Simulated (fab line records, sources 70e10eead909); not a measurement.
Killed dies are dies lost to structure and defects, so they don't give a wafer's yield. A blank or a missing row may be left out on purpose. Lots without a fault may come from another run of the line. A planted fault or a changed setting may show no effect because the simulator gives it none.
Which tool did it? | flow nand_harc | 6 lots, 16 wafers sampled, at 5 steps of a route of 1159

WHAT THE GAUGES READ, wafer by wafer
NHARC_END_SORT_01.
lot  | measured     | on        | killed_at_array
L386 | day 23 08:04 | prober-02 | 674 26
L389 | day 23 22:16 | prober-01 | 675 672

WHICH TOOL RAN EACH LOT (tool, then ch and the chambers of the sampled wafers, then the start)
lot  | NHARC_A_STAIRCASE_STRIP_171          | NHARC_A_STAIRCASE_TRIM_22                     | NHARC_A_STAIRCASE_ETCH_23          | NHARC_A_STAIRCASE_ETCH_25
L374 | plasma_asher-02 ch 0,1, day 11 11:04 | rie_diel-08 ch 0,1, day 11 16:37 or earlier   | rie_diel-08 ch 0,1,3, day 11 16:37 | rie_diel-08 ch 1,3, no start
L376 | plasma_asher-02 ch 0,1, day 11 22:21 | rie_diel-08 ch 1,2,3, day 12 01:45 or earlier | rie_diel-08 ch 0,3, day 12 01:45   | rie_diel-08 ch 0,1,3, no start
L378 | plasma_asher-02 ch 0,1, day 12 20:11 | rie_diel-06 ch 0,3, day 12 23:40 or earlier   | rie_diel-06 ch 0,3, day 12 23:40   | rie_diel-06 ch 0,2, no start
L386 | plasma_asher-01 ch 0,1, day 14 13:15 | rie_diel-08 ch 0,3, day 14 16:13 or earlier   | rie_diel-08 ch 0,1, day 14 16:13   | rie_diel-08 ch 0,2, day 23 08:04 or earlier
L389 | plasma_asher-01 ch 1, day 15 05:07   | rie_diel-08 ch 0,1, day 15 08:19 or earlier   | rie_diel-08 ch 2,3, day 15 08:19   | rie_diel-08 ch 1,3, day 23 22:16 or earlier
L392 | plasma_asher-02 ch 0,1, day 15 15:41 | rie_diel-06 ch 0,2,3, day 15 18:47 or earlier | rie_diel-06 ch 0,1, day 15 18:47   | rie_diel-06 ch 0,1, no start
- NHARC_A_STAIRCASE_STRIP_171: strips in O2.
- NHARC_A_STAIRCASE_TRIM_22: chemistry O2, time 211.2 s.
- NHARC_A_STAIRCASE_ETCH_23: etches the open film in C4F8/O2, target depth 100 nm, time 40.5 s.
- NHARC_A_STAIRCASE_ETCH_25: etches the open film in C4F8/O2, target depth 100 nm, time 40.5 s.

THE ANSWER, worked out from the rows above alone
Rule: what is usual is taken from the lots themselves. Put in order of their means at a reading, lots are off if they are a third of the lots or fewer, leave a main group of 4 or more, and stand apart from it by a gap of 3 or more times the standard deviation of the main group's means; of several such gaps the widest counts. A main group whose means are all the same, to the digits that the tables above print for the reading, isn't used. A lot without any number at a reading at which 4 lots or more have one is off too. The other lots that the step has rows for count as sound.
No lot is off at any reading shown: from this, nothing can be told.

WHAT THE SIMULATOR HAD PUT IN
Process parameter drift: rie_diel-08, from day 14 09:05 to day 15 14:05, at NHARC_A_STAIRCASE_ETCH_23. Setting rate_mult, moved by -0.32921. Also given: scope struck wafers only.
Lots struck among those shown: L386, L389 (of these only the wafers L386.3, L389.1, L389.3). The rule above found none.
